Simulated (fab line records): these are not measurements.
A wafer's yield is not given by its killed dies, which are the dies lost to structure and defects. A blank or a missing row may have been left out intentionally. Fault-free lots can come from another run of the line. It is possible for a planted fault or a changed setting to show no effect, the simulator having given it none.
fab line records -- flow n5Finfet
record: lots: 10, wafers: 27, lastDay: 21
route steps=1938 shown HKMG_FIN@413 BEOL_M4@1088 BEOL_M5@1112 PASSIVATION@1936
lots that met no fault: from a run of the same line without faults
startH: start of the lot's first displayed wafer, in hours after the record's first day -- waitH: how many hours have passed since the lot's step before this one -- " repeats the value in the row above -- L1.1+2: several wafers, shown together as one row -- - no value, or no start given -- * or withheld: withheld -- < > ~ a bound
route shown NAME@n: names a module that has steps shown in the file, with the first one's number in the route -- usual: average and standard deviation across the fault-free wafers -- same: alike in all rows -- chamber/n: place in a boat -- sites: per-site readings -- _std_site: standard deviation across them -- _edge_site: inner sites' mean taken away from outer sites' mean -- radiusMm: for every site, how far away it sits from the centre of the wafer -- mask NAME#n: copy n -- behind: the last tool/chamber to shape the wafer -- hold: why the lot went on hold/how many hours it stayed there/how the hold came to an end -- device: whichever transistor did not switch (one of n, p or np) -- end of line: the same wafers' tests at the end of the route -- a step given without rows: its recipe and nothing more -- killed: at the first sort, the dies lost to defects and structure; wafer yield is something else -- map: the dies of a wafer, with x for killed, . for not killed, _ for no die there
set.NAME: the setting that was run; set.NAME@STEP: the one run at that earlier step -- model.NAME: the simulator's own value behind a step, which no gauge read
the route's steps for a sample of lots (tables are steps, rows are wafers)
services: a tool's chamber out of use, with start hour (startH, from the record's first day; less than 0 if before it), hours out, and reason
== steps ==
step: N5_HKMG_FIN_CVD_62
recipe: material: a-Si, targetThkA: 30, tempC: 500, precursor: Si2H6, pressureTorr: 1, timeS: 20.8
usual: heaterPowerW: 1270/74
lot.wafer,tool,chamber,startH,waitH,heaterPowerW
L189.1,thermalCvdSi-02,1,71.63,0.2,1278
L189.4,thermalCvdSi-02,1,71.63,0.2,1264
L189.6,thermalCvdSi-02,2,71.63,0.2,1258
L191.2,thermalCvdSi-02,1,84.55,0.2,1298
L191.4,thermalCvdSi-02,0,84.55,0.2,1186
L191.6,thermalCvdSi-02,0,84.55,0.2,1209
L192.2,thermalCvdSi-01,1,89.63,0.2,1396
L192.3,thermalCvdSi-01,0,89.63,0.2,1170
L192.5,thermalCvdSi-01,0,89.63,0.2,1175
L193.2,thermalCvdSi-02,2,98.41,0.2,1274
L193.4,thermalCvdSi-02,2,98.41,0.2,1270
L193.5,thermalCvdSi-02,0,98.41,0.2,1238
L195.2,thermalCvdSi-02,1,110.35,0.2,1255
L195.4,thermalCvdSi-02,1,110.35,0.2,1309
L195.5,thermalCvdSi-02,1,110.35,0.2,1281
L197.3,thermalCvdSi-02,0,119.06,0.2,1184
L197.4,thermalCvdSi-02,0,119.06,0.2,1198
L197.6,thermalCvdSi-02,2,119.06,0.2,1241
L201.2,thermalCvdSi-02,2,145.69,0.2,1266
L201.4,thermalCvdSi-02,2,145.69,0.2,1303
L203.2,thermalCvdSi-02,2,155.33,0.2,1267
L203.5,thermalCvdSi-02,1,155.33,0.2,1260
L205.1,thermalCvdSi-02,1,170.30,0.2,1272
L205.4,thermalCvdSi-02,2,170.30,0.2,1267
L210.1,thermalCvdSi-01,1,201.44,0.2,1400
L210.2,thermalCvdSi-01,0,201.44,0.2,1199
L210.6,thermalCvdSi-01,1,201.44,0.2,1446
step: N5_BEOL_M4_SPUTTER_81
recipe: material: Cu, targetThkA: 45, tempC: -20, chamberPressurePa: 0.07, powerW: withheld, timeS: 8.29
usual: throttleValvePct: 29.9/0.73
lot.wafer,tool,chamber,startH,waitH,throttleValvePct
L189.1,pvdSputter-01,-,234.32,0.1,29.3
L189.4,pvdSputter-01,-,234.32,0.1,29.7
L189.6,pvdSputter-01,-,234.32,0.1,31.2
L192.2,pvdSputter-03,-,257.50,0.1,29.3
L192.3,pvdSputter-03,-,257.50,0.1,30.3
L192.5,pvdSputter-03,-,257.50,0.1,28.8
L191.2,pvdSputter-03,-,263.91,0.1,31.0
L191.4,pvdSputter-03,-,263.91,0.1,29.7
L191.6,pvdSputter-03,-,263.91,0.1,31.0
L195.2,pvdSputter-03,-,275.10,0.1,29.6
L195.4,pvdSputter-03,-,275.10,0.1,31.0
L195.5,pvdSputter-03,-,275.10,0.1,31.4
L193.2,pvdSputter-02,-,278.29,0.1,30.8
L193.4,pvdSputter-02,-,278.29,0.1,30.2
L193.5,pvdSputter-02,-,278.29,0.1,29.3
L197.3,pvdSputter-01,-,284.13,0.1,29.8
L197.4,pvdSputter-01,-,284.13,0.1,29.3
L197.6,pvdSputter-01,-,284.13,0.1,31.2
L201.2,pvdSputter-02,-,294.59,0.1,29.4
L201.4,pvdSputter-02,-,294.59,0.1,29.7
L205.1,pvdSputter-01,-,327.01,0.1,31.3
L205.4,pvdSputter-01,-,327.01,0.1,29.3
L203.2,pvdSputter-02,-,343.62,0.1,29.4
L203.5,pvdSputter-02,-,343.62,0.1,29.5
L210.1,pvdSputter-01,-,386.40,0.1,29.7
L210.2,pvdSputter-01,-,386.40,0.1,31.2
L210.6,pvdSputter-01,-,386.40,0.1,29.2
step: N5_BEOL_M4_ANNEAL_87
recipe: tempC: 400, timeS: 240, ambient: vacuum
usual: heaterPowerW: 778/68
lot.wafer,tool,chamber,startH,waitH,heaterPowerW
L189.1,pvdSputter-01,-,234.62,0.0,790
L189.4,pvdSputter-01,-,234.62,0.0,914
L189.6,pvdSputter-01,-,234.62,0.0,729
L192.2,pvdSputter-03,-,257.80,0.0,750
L192.3,pvdSputter-03,-,257.80,0.0,841
L192.5,pvdSputter-03,-,257.80,0.0,661
L191.2,pvdSputter-03,-,264.21,0.0,827
L191.4,pvdSputter-03,-,264.21,0.0,746
L191.6,pvdSputter-03,-,264.21,0.0,791
L195.2,pvdSputter-03,-,275.40,0.0,737
L195.4,pvdSputter-03,-,275.40,0.0,811
L195.5,pvdSputter-03,-,275.40,0.0,781
L193.2,pvdSputter-02,-,278.59,0.0,869
L193.4,pvdSputter-02,-,278.59,0.0,760
L193.5,pvdSputter-02,-,278.59,0.0,702
L197.3,pvdSputter-01,-,284.43,0.0,912
L197.4,pvdSputter-01,-,284.43,0.0,772
L197.6,pvdSputter-01,-,284.43,0.0,747
L201.2,pvdSputter-02,-,294.91,0.0,726
L201.4,pvdSputter-02,-,294.91,0.0,775
L205.1,pvdSputter-01,-,327.31,0.0,743
L205.4,pvdSputter-01,-,327.31,0.0,843
L203.2,pvdSputter-02,-,345.46,1.6,716
L203.5,pvdSputter-02,-,345.46,1.6,698
L210.1,pvdSputter-01,-,386.70,0.0,907
L210.2,pvdSputter-01,-,386.70,0.0,736
L210.6,pvdSputter-01,-,386.70,0.0,809
step: N5_BEOL_M4_RC_MEAS_101
usual: DIBL_N: 36.1/2.3, DIBL_P: 36/3.2, EOT_P: 10.46/0.1, IGATE_P: 0.0039/0.00073, IOFF_N: 0.16/0.045, IOFF_N_85C: 3.2/0.72, IOFF_N_LIN: 0.076/0.016, IOFF_N_LONG: 5.56e-05/2.4e-06, IOFF_P: 0.21/0.049, IOFF_P_85C: 3.7/0.7, IOFF_P_LIN: 0.101/0.016, IOFF_P_LONG: 0.000107/8.9e-06, ION_N: 674/14, ION_P: 462/8.4, SS_N: 71.6/0.83, SS_P: 73.2/0.87, VT_N: 249/3.8, VT_N_LONG: 274.7/2, VT_N_LVT: 98/3.8, VT_P: -250/3.4, VT_P_LONG: -275/3, VT_P_LVT: -99/3
lot.wafer,tool,chamber,startH,waitH,DIBL_N[mV/V],DIBL_P[mV/V],EOT_P,IGATE_P[nA/um],IOFF_N[nA/um],IOFF_N_85C[nA/um],IOFF_N_LIN[nA/um],IOFF_N_LONG[nA/um],IOFF_P[nA/um],IOFF_P_85C[nA/um],IOFF_P_LIN[nA/um],IOFF_P_LONG[nA/um],ION_N[uA/um],ION_P[uA/um],SS_N[mV/dec],SS_P[mV/dec],VT_N[mV],VT_N_LONG[mV],VT_N_LVT[mV],VT_P[mV],VT_P_LONG[mV],VT_P_LVT[mV]
L189.1,prober-02,0,236.98,0.3,35.1,34,10.49,0.0038,0.13,2.6,0.066,5.46e-05,0.21,3.6,0.101,0.000115,659,461,70.7,72.9,250,273.6,102,-249,-272,-98
L189.4,prober-02,0,236.98,0.3,39.1,39,10.35,0.0047,0.20,3.8,0.090,5.43e-05,0.28,4.6,0.124,0.000115,675,466,72.3,73.6,248,277.5,99,-246,-273,-96
L189.6,prober-02,0,236.98,0.3,37.9,37,10.41,0.0043,0.18,3.4,0.083,5.52e-05,0.25,4.3,0.116,0.000113,673,465,71.7,73.7,248,277.3,98,-245,-275,-97
L192.2,prober-01,0,260.07,0.2,39.1,42,10.39,0.0040,0.22,4.1,0.093,5.29e-05,0.29,4.8,0.124,0.000105,686,468,72.3,74.4,246,277.2,95,-246,-275,-94
L192.3,prober-01,0,260.07,0.2,38.2,40,10.57,0.0041,0.20,3.9,0.089,5.41e-05,0.26,4.3,0.114,9.8e-05,679,465,72.0,73.7,248,273.9,95,-246,-276,-95
L192.5,prober-01,0,260.07,0.2,36.7,39,10.47,0.0045,0.19,3.6,0.086,5.38e-05,0.26,4.4,0.117,0.000108,695,481,71.3,73.7,244,275.1,94,-246,-275,-94
L191.2,prober-01,0,266.49,0.2,36.3,33,10.62,0.0031,0.14,2.9,0.062,5.62e-05,0.18,3.0,0.089,0.000111,650,449,71.9,72.9,254,273.2,102,-250,-275,-102
L191.4,prober-01,0,266.49,0.2,33.2,30,10.39,0.0049,0.10,2.2,0.053,5.69e-05,0.15,2.7,0.080,0.000112,672,459,71.6,72.3,255,275.0,105,-253,-273,-104
L191.6,prober-01,0,266.49,0.2,36.7,35,10.59,0.0030,0.14,2.9,0.067,5.67e-05,0.21,3.5,0.101,0.000117,682,470,72.0,73.0,253,274.2,102,-250,-273,-100
L195.2,prober-02,0,277.70,0.2,35.9,36,10.46,0.0040,0.16,3.2,0.076,5.72e-05,0.18,3.3,0.087,9.5e-05,671,449,71.5,74.0,248,275.5,98,-250,-278,-103
L195.4,prober-02,0,277.70,0.2,31.9,31,10.49,0.0038,0.10,2.2,0.054,5.76e-05,0.13,2.5,0.072,0.000103,663,451,69.7,72.0,252,272.9,102,-256,-279,-105
L195.5,prober-02,0,277.70,0.2,35.3,34,10.44,0.0037,0.16,3.2,0.075,5.81e-05,0.17,3.2,0.085,9.8e-05,670,453,70.8,72.7,246,270.9,98,-255,-278,-102
L193.2,prober-02,0,280.86,0.2,35.8,36,10.64,0.0040,0.15,3.0,0.075,5.75e-05,0.20,3.5,0.098,0.000104,674,458,71.7,72.9,249,275.4,98,-251,-273,-100
L193.4,prober-02,0,280.86,0.2,34.3,34,10.58,0.0036,0.13,2.6,0.066,5.79e-05,0.17,3.1,0.090,0.000113,669,461,71.1,72.6,249,274.8,99,-252,-272,-101
L193.5,prober-02,0,280.86,0.2,34.7,35,10.39,0.0047,0.14,2.8,0.071,5.73e-05,0.19,3.3,0.095,0.000113,677,460,70.5,72.1,249,271.9,98,-251,-274,-101
L197.3,prober-02,0,286.86,0.3,34.9,34,10.49,0.0044,0.12,2.5,0.058,5.4e-05,0.15,2.7,0.075,9.8e-05,652,444,70.7,71.9,253,273.5,101,-255,-281,-104
L197.4,prober-02,0,286.86,0.3,36.0,36,10.51,0.0040,0.14,2.9,0.067,5.48e-05,0.19,3.3,0.089,9.1e-05,668,456,71.9,73.5,251,274.7,99,-255,-280,-101
L197.6,prober-02,0,286.86,0.3,34.8,33,10.42,0.0036,0.12,2.4,0.055,5.39e-05,0.15,2.7,0.075,9.4e-05,645,439,70.9,72.9,254,275.4,102,-257,-277,-103
L201.2,prober-02,0,297.29,0.2,34.9,35,10.29,0.0052,0.13,2.6,0.063,5.28e-05,0.20,3.5,0.096,0.000112,682,472,71.0,73.2,253,275.0,100,-250,-277,-98
L201.4,prober-02,0,297.29,0.2,34.1,34,10.87,0.0006,0.00,0.0,0.000,2.53e-05,2.20,26.0,1.101,0.000496,297,541,70.2,72.2,426,446.2,273,-182,-225,-30
L205.1,prober-01,0,329.43,0.0,38.8,39,10.72,0.0023,0.21,3.9,0.088,5.36e-05,0.25,4.2,0.111,0.000109,685,463,72.1,74.5,247,276.9,95,-249,-277,-97
L205.4,prober-01,0,329.43,0.0,37.1,37,10.78,0.0008,0.00,0.0,0.000,2.77e-05,3.18,34.8,1.491,0.00054,302,565,71.5,73.7,420,447.7,272,-173,-223,-24
L203.2,prober-02,0,347.82,0.2,36.9,34,10.47,0.0035,0.16,3.3,0.078,5.91e-05,0.20,3.5,0.102,0.000105,689,470,70.9,72.9,249,274.9,93,-247,-273,-98
L203.5,prober-02,0,347.82,0.2,38.6,38,10.73,0.0007,0.00,0.0,0.000,2.84e-05,3.72,40.6,1.753,0.000583,313,575,71.8,74.4,415,448.1,268,-170,-219,-21
L210.1,prober-02,0,388.83,0.0,40.9,44,10.47,0.0036,0.28,5.0,0.115,5.57e-05,0.38,5.9,0.152,0.000114,686,469,73.0,75.4,241,275.2,92,-241,-274,-93
L210.2,prober-02,0,388.83,0.0,40.3,43,10.71,0.0027,0.30,5.2,0.118,5.77e-05,0.36,5.7,0.148,0.000119,695,472,72.4,74.8,239,274.1,92,-240,-274,-92
L210.6,prober-02,0,388.83,0.0,39.2,41,10.51,0.0035,0.26,4.6,0.101,5.78e-05,0.31,4.9,0.131,0.000114,685,464,72.8,75.0,243,275.6,94,-243,-274,-94
step: N5_BEOL_M5_ILD_DEP_00
recipe: material: SiCOH_lowk, targetThkA: 1406.4, tempC: 300, precursor: DEMS/porogen, pressureTorr: 5, rfW: 500, timeS: 25.9
usual: heaterPowerW: 323/31, showerheadPlenumPTorr: 5.737/0.015, throttleValvePct: 14.1/1
lot.wafer,tool,chamber,startH,waitH,heaterPowerW,showerheadPlenumPTorr,throttleValvePct
L189.1,pecvd-01,2,237.94,0.8,323,5.729,13.5
L189.4,pecvd-01,1,237.94,0.8,311,5.755,13.1
L189.6,pecvd-01,2,237.94,0.8,322,5.741,13.2
L192.2,pecvd-03,1,260.89,0.7,348,5.726,14.5
L192.3,pecvd-03,0,260.89,0.7,295,5.762,14.9
L192.5,pecvd-03,0,260.89,0.7,300,5.756,14.7
L191.2,pecvd-03,0,267.30,0.7,267,5.744,14.9
L191.4,pecvd-03,2,267.30,0.7,349,5.728,12.9
L191.6,pecvd-03,0,267.30,0.7,272,5.752,14.9
L195.2,pecvd-04,2,278.52,0.7,385,5.738,13.1
L195.4,pecvd-04,2,278.52,0.7,389,5.720,12.6
L195.5,pecvd-04,0,278.52,0.7,321,5.731,15.0
L193.2,pecvd-04,0,281.67,0.7,357,5.745,15.3
L193.4,pecvd-04,0,281.67,0.7,284,5.745,15.1
L193.5,pecvd-04,2,281.67,0.7,344,5.741,13.0
L197.3,pecvd-01,1,287.51,0.5,343,5.765,13.0
L197.4,pecvd-01,1,287.51,0.5,351,5.751,13.0
L197.6,pecvd-01,0,287.51,0.5,306,5.738,15.0
L201.2,pecvd-01,2,298.09,0.7,297,5.736,13.4
L201.4,pecvd-01,0,298.09,0.7,260,5.736,14.8
L205.1,pecvd-03,1,330.40,0.8,344,5.730,14.2
L205.4,pecvd-03,2,330.40,0.8,349,5.720,13.3
L203.2,pecvd-04,2,348.63,0.7,339,5.732,12.9
L203.5,pecvd-04,0,348.63,0.7,347,5.750,15.2
L210.1,pecvd-03,0,389.80,0.8,308,5.761,15.0
L210.2,pecvd-03,2,389.80,0.8,310,5.723,13.4
L210.6,pecvd-03,0,389.80,0.8,314,5.739,15.0
step: N5_PASSIVATION_PROBE_49
usual: defectLimitedYield: 90.9/1.6, killed_at_M0_to_M3: 37/11, killed_at_M4_up: 15/5.6, killedAtContacts: 13/6.4, killedAtFrontEnd: 39/11, killedAtOther: 4/3.1, killedDies: 107/19, killedOpen: 71/14, killedShort: 34/7.8, sort_bin_4_leakage: 0.01/0.053, sort_bin_5_function: 5.3/1, sort_bin_6_memory: 3.4/0.72, sort_bin_8_speed: 0.0/0.42, sortNPass: 1072/20, sortYieldPct: 90.9/1.7
same: grossDies: 1180, killedAtBackSide: 0
lot.wafer,tool,chamber,startH,waitH,defectLimitedYield[%],killed_at_M0_to_M3,killed_at_M4_up,killedAtContacts,killedAtFrontEnd,killedAtOther,killedDies,killedOpen,killedShort,sort_bin_4_leakage[%],sort_bin_5_function[%],sort_bin_6_memory[%],sort_bin_8_speed[%],sortNPass,sortYieldPct[%]
L201.2,prober-02,-,429.19,0.1,91.3,15,26,19,38,5,103,73,26,0,4.7,3.7,0,1077,91.3
L201.4,prober-02,-,429.29,0.2,88.6,35,32,13,52,2,134,95,37,88.64,7.4,3.6,0,0,0
L205.1,prober-01,-,447.75,0.0,90.6,34,14,22,39,2,111,69,40,0,4.9,3.8,0,1069,90.6
L205.4,prober-01,-,447.90,0.2,91.8,24,14,23,34,2,97,68,27,91.78,4.9,3.2,0,0,0
L203.2,prober-02,-,469.07,0.1,92.3,28,9,5,49,0,91,72,18,0,4.1,3.1,0,1089,92.3
L203.5,prober-02,-,469.22,0.2,89.6,39,23,5,53,3,123,87,33,89.58,5.7,4.3,0,0,0
killed by level:class
L201.2 FIN_SAQP:geometricParticle:open=18 MOL_CONTACT_COAG:geometricParticle:open=16 BEOL_M4:geometricParticle:open=16 FIN_SAQP:geometricParticle:short=9 STI_FIN_REVEAL:geometricParticle:open=4 MOL_CONTACT_COAG:geometricParticle:short=3 SD_EPI_N:coatMicrobubblePrinted=2 GATE_CUT:geometricParticle:short=2
L201.4 BEOL_M4:geometricParticle:open=19 FIN_SAQP:geometricParticle:open=17 MOL_CONTACT_COAG:geometricParticle:open=13 BEOL_M3:geometricParticle:open=11 FIN_SAQP:geometricParticle:short=8 STI_FIN_REVEAL:geometricParticle:open=8 BEOL_M2:geometricParticle:open=7 BEOL_M3:geometricParticle:short=5
L205.1 MOL_CONTACT_COAG:geometricParticle:open=14 FIN_SAQP:geometricParticle:open=10 BEOL_M0_SAQP:geometricParticle:open=9 BEOL_M1:geometricParticle:open=8 FIN_SAQP:geometricParticle:short=7 MOL_CONTACT_COAG:geometricParticle:short=7 BEOL_M4:geometricParticle:open=6 BEOL_M0_SAQP:geometricParticle:short=5
L205.4 MOL_CONTACT_COAG:geometricParticle:open=22 FIN_SAQP:geometricParticle:open=7 FIN_SAQP:geometricParticle:short=7 STI_FIN_REVEAL:geometricParticle:open=6 BEOL_M0:geometricParticle:open=4 DUMMY_GATE:geometricParticle:open=3 BEOL_M0_SAQP:geometricParticle:short=3 BEOL_M0_SAQP:geometricParticle:open=3
L203.2 STI_FIN_REVEAL:geometricParticle:open=15 BEOL_M3:geometricParticle:open=13 DUMMY_GATE:geometricParticle:open=8 FIN_SAQP:geometricParticle:open=6 MOL_CONTACT_COAG:geometricParticle:open=5 BEOL_M1:geometricParticle:open=5 BEOL_M4:geometricParticle:open=5 DUMMY_GATE:geometricParticle:short=4
L203.5 BEOL_M4:geometricParticle:open=17 FIN_SAQP:geometricParticle:open=14 BEOL_M3:geometricParticle:open=12 BEOL_M1:geometricParticle:open=10 STI_FIN_REVEAL:geometricParticle:open=8 FIN_SAQP:geometricParticle:short=7 GATE_CUT:geometricParticle:short=5 DUMMY_GATE:geometricParticle:open=5
== services ==
tool,chamber,startH,hours,kind
pecvd-04,-,61.37,0.5,repair
pecvd-01,-,64.83,2.8,pm
pvdSputter-02,-,71.94,16.5,repair
thermalCvdSi-02,2,80.92,7.5,repair
pecvd-03,0,86.17,2.1,scheduledDown
pvdSputter-02,-,104.96,7.7,repair
thermalCvdSi-02,0,110.13,6.5,repair
pvdSputter-03,-,116.35,55.4,repair
pecvd-04,-,128.88,1.7,repair
pecvd-01,2,152.02,5.0,scheduledDown
pecvd-04,0,162.51,2.1,scheduledDown
pecvd-03,1,201.85,11.8,repair
pecvd-04,2,202.38,-,clean
pvdSputter-03,-,216.35,1.0,repair
thermalCvdSi-02,2,237.56,5.1,repair
pecvd-03,-,241.91,1.2,repair
pecvd-04,2,249.09,9.0,repair
thermalCvdSi-01,2,265.58,8.2,repair
pecvd-03,-,274.63,2.8,pm
pecvd-03,-,281.93,0.7,repair
thermalCvdSi-01,1,313.69,2.7,repair
pecvd-03,1,352.44,2.7,repair
pecvd-03,2,366.94,2.1,scheduledDown
thermalCvdSi-02,0,381.65,7.2,repair
== key ==
firstSign: step: N5_BEOL_M4_RC_MEAS_101, reading: VT_N_LONG, direction: up, sigmas: 88, usual: 274.7, struck: 447.4
effect: step: N5_BEOL_M4_RC_MEAS_101, reading: IOFF_P_LIN, direction: up, sigmas: 82, usual: 0.101, struck: 1.449
effect: step: N5_BEOL_M4_RC_MEAS_101, reading: IOFF_P, direction: up, sigmas: 57, usual: 0.21, struck: 3.03
effect: step: N5_BEOL_M4_RC_MEAS_101, reading: IOFF_P_LONG, direction: up, sigmas: 49, usual: 0.000107, struck: 0.00054
effect: step: N5_BEOL_M4_RC_MEAS_101, reading: VT_N_LVT, direction: up, sigmas: 45, usual: 98, struck: 271
effect: step: N5_BEOL_M4_RC_MEAS_101, reading: VT_N, direction: up, sigmas: 45, usual: 249, struck: 420
effect: step: N5_BEOL_M4_RC_MEAS_101, reading: IOFF_P_85C, direction: up, sigmas: 43, usual: 3.7, struck: 33.8
effect: step: N5_BEOL_M4_RC_MEAS_101, reading: ION_N, direction: down, sigmas: 27, usual: 674, struck: 304
effect: step: N5_BEOL_M4_RC_MEAS_101, reading: VT_P_LVT, direction: up, sigmas: 25, usual: -99, struck: -25
effect: step: N5_BEOL_M4_RC_MEAS_101, reading: VT_P, direction: up, sigmas: 22, usual: -250, struck: -175
effect: step: N5_BEOL_M4_RC_MEAS_101, reading: VT_P_LONG, direction: up, sigmas: 17, usual: -275, struck: -222
effect: step: N5_BEOL_M4_RC_MEAS_101, reading: ION_P, direction: up, sigmas: 12, usual: 462, struck: 560
effect: step: N5_PASSIVATION_PROBE_49, reading: sort_bin_4_leakage, direction: up, sigmas: 99+, usual: 0.01, struck: 90.00
metAt N5_HKMG_FIN_CVD_62
struckLots L201,L203,L205
struckWafers L201.4,L203.5,L205.4
notActingAt N5_BEOL_M4_SPUTTER_81,N5_BEOL_M4_ANNEAL_87,N5_BEOL_M5_ILD_DEP_00
onsetBetween 119.06 145.69
fault: kind: processParameterDrift, tool: thermalCvdSi-02, chamber: -, onsetH: 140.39, steps: N5_HKMG_FIN_CVD_62, channel: timeS, offset: *, shape: step, endH: 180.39, scope: struckWafersOnly, stated: *
